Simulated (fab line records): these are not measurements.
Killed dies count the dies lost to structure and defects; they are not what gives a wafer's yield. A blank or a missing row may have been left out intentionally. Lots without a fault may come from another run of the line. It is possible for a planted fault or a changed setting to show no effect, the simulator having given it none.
Split-lot experiment -- flow n5_finfet -- 39 wafers read across 7 lots, on a route 1938 steps long

SPLIT DETAILS
At N5_MOL_CONTACT_COAG_VIA_ETCH_117 (etches SiO2 in C4F6/O2, target depth 40 nm, overetch 8 nm, time 26 s), the setting bias_w was moved away from the recipe's 455 W on 15 of the 39 wafers read, by -11.3% to +17.6%. For the rest of the wafers, this setting stayed at what the recipe calls for.

The reading is taken at the split's own step.

THE READING
rf_vpp_V, in V, at N5_MOL_CONTACT_COAG_VIA_ETCH_117 (etches SiO2 in C4F6/O2, target depth 40 nm, overetch 8 nm, time 26 s). A value of 1584 V with a standard deviation of 34 V is what fault-free wafers of this fab line usually give.

wafer,"tool, chamber at the split","bias_w as run, W",against the recipe,"rf_vpp_V, V",against lot-mates on the recipe
L077.2,"rie_diel-02, 1",455,recipe,1568,-
L077.5,"rie_diel-02, 3",455,recipe,1624,-
L077.6,"rie_diel-02, 0",455,recipe,1591,-
L081.1,"rie_diel-01, 1",416.4,-8.5%,1471,-121
L081.2,"rie_diel-01, 0",455,recipe,1541,-
L081.3,"rie_diel-01, 2",416.4,-8.5%,1510,-82
L081.4,"rie_diel-01, 3",455,recipe,1622,-
L081.5,"rie_diel-01, 2",455,recipe,1614,-
L081.6,"rie_diel-01, 3",416.4,-8.5%,1518,-74
L082.1,"rie_diel-02, 0",455,recipe,1590,-
L082.2,"rie_diel-02, 1",455,recipe,1568,-
L082.3,"rie_diel-02, 2",500.1,+9.9%,1637,+43
L082.4,"rie_diel-02, 3",500.1,+9.9%,1742,+148
L082.5,"rie_diel-02, 0",500.1,+9.9%,1705,+111
L082.6,"rie_diel-02, 3",455,recipe,1624,-
L085.1,"rie_diel-02, 2",455,recipe,1526,-
L085.2,"rie_diel-02, 0",455,recipe,1591,-
L085.3,"rie_diel-02, 3",455,recipe,1624,-
L085.4,"rie_diel-02, 1",403.4,-11.3%,1432,-148
L085.5,"rie_diel-02, 1",403.4,-11.3%,1432,-148
L085.6,"rie_diel-02, 0",403.4,-11.3%,1452,-128
L088.1,"rie_diel-02, 0",455,recipe,1589,-
L088.2,"rie_diel-02, 1",455,recipe,1566,-
L088.3,"rie_diel-02, 2",455,recipe,1525,-
L088.4,"rie_diel-02, 3",455,recipe,1623,-
L088.5,"rie_diel-02, 1",455,recipe,1567,-
L088.6,"rie_diel-02, 0",455,recipe,1588,-
L095.1,"rie_diel-02, 0",535.3,+17.6%,1791,+219
L095.2,"rie_diel-02, 3",455,recipe,1623,-
L095.3,"rie_diel-02, 2",455,recipe,1526,-
L095.4,"rie_diel-02, 1",455,recipe,1567,-
L095.5,"rie_diel-02, 1",535.3,+17.6%,1768,+196
L095.6,"rie_diel-02, 0",535.3,+17.6%,1792,+220
L096.1,"rie_diel-02, 2",406.9,-10.6%,1402,-191
L096.2,"rie_diel-02, 1",455,recipe,1567,-
L096.3,"rie_diel-02, 0",455,recipe,1588,-
L096.4,"rie_diel-02, 3",406.9,-10.6%,1492,-101
L096.5,"rie_diel-02, 2",406.9,-10.6%,1400,-193
L096.6,"rie_diel-02, 3",455,recipe,1624,-

THE FIT
A straight line over all 39 wafers: rf_vpp_V changes by +11.9 V for each +1% of bias_w; r = +0.94; the points scatter about the line by 34 V.
The same after taking each lot's own level away (the mean of its wafers on the recipe; 39 wafers): +12.2 V for each +1%; r = +0.94; scatter 33 V.
On that fit, the largest move of bias_w shifts the reading by 2.2e+02 V.
From 1572.0 to 1594.3 V: that is the span of the lots' own levels, equal to 0.7 times the standard deviation above.
Hence the lot-to-lot level has little effect on the slope; both slopes agree.
Check: with one of the wafers moved furthest among these (+17.6%) left out of the fit, the line predicts +210 V for it against its lot-mates. Against them it came out at +219 V.
Tool readings at the split's step, against how far the setting was moved: rf_vpp_V r = +0.94.

FURTHER SPLITS ON THESE WAFERS
Note: prior to the reading, these wafers also went through further splits. Each is held against what the fit with the lots' levels taken away leaves over:
other split on the same wafers,wafers away from the commonest value,r with rf_vpp_V (lot level and that fit taken away)
N5_DUMMY_GATE_CVD_03 target_thk_a,18,-0.03
N5_DUMMY_GATE_ETCH_32 time_s,12,-0.05
N5_DUMMY_GATE_ETCH_42 bias_w,18,+0.10
N5_SD_EPI_P_ETCH_16 target_depth_a,15,-0.02

FILE'S OWN FIT
rf_vpp_V changes by +12.2 V for each +1% of bias_w, r = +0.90.
